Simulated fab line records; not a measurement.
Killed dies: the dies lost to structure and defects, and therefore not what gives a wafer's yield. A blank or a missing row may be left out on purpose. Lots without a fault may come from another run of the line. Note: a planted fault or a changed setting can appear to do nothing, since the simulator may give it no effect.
Matching of chambers | flow n5_finfet | 4 sister chambers for N5_BEOL_M7_ETCH_62 on rie_diel-06
The step etches SOC in N2/H2, target depth 110 nm, overetch 22 nm, time 165 s. 4 wafers are shown with their chamber, then 10 later ones without.

== WAFERS PAIRED WITH THEIR CHAMBERS ==
wafer  | chamber | showerhead_plenum_p_Torr (Torr)
L085.1 | 3       | 2.32
L085.4 | 1       | 2.59
L089.3 | 2       | 2.59
L089.5 | 0       | 2.47

== WAFERS WITHOUT THEIR CHAMBER ==
wafer  | showerhead_plenum_p_Torr (Torr)
L089.6 | 2.59
L093.1 | 2.31
L093.3 | 2.59
L093.4 | 2.59
L086.3 | 2.31
L086.4 | 2.59
L086.5 | 2.31
L096.3 | 2.31
L096.4 | 2.59
L096.5 | 2.31

== THE CHAMBER EACH PASSED THROUGH ==
wafer  | from the rows above     | in truth
L089.6 | can't be placed: 1 or 2 | 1
L093.1 | 3                       | 3
L093.3 | can't be placed: 1 or 2 | 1
L093.4 | can't be placed: 1 or 2 | 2
L086.3 | 3                       | 3
L086.4 | can't be placed: 1 or 2 | 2
L086.5 | 3                       | 3
L096.3 | 3                       | 3
L096.4 | can't be placed: 1 or 2 | 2
L096.5 | 3                       | 3
Correctly placed: 5 of 10. Unplaceable from these rows: 5, with the true chamber sitting among the candidates in 5. Number placed wrongly: 0.
How it was worked out, from the rows above alone: a wafer's distance from a chamber is the root of the sum, over the readings, of the square of ((its reading less the chamber's mean) divided by the reading's scatter). If the next closest chamber is less than 2 further off than the closest, the wafer can't be placed; otherwise it belongs to the closest. A chamber's mean is the mean of its shown wafers. The scatter: root of mean squared gap, hidden wafer to nearest shown wafer, with one shown wafer a chamber.
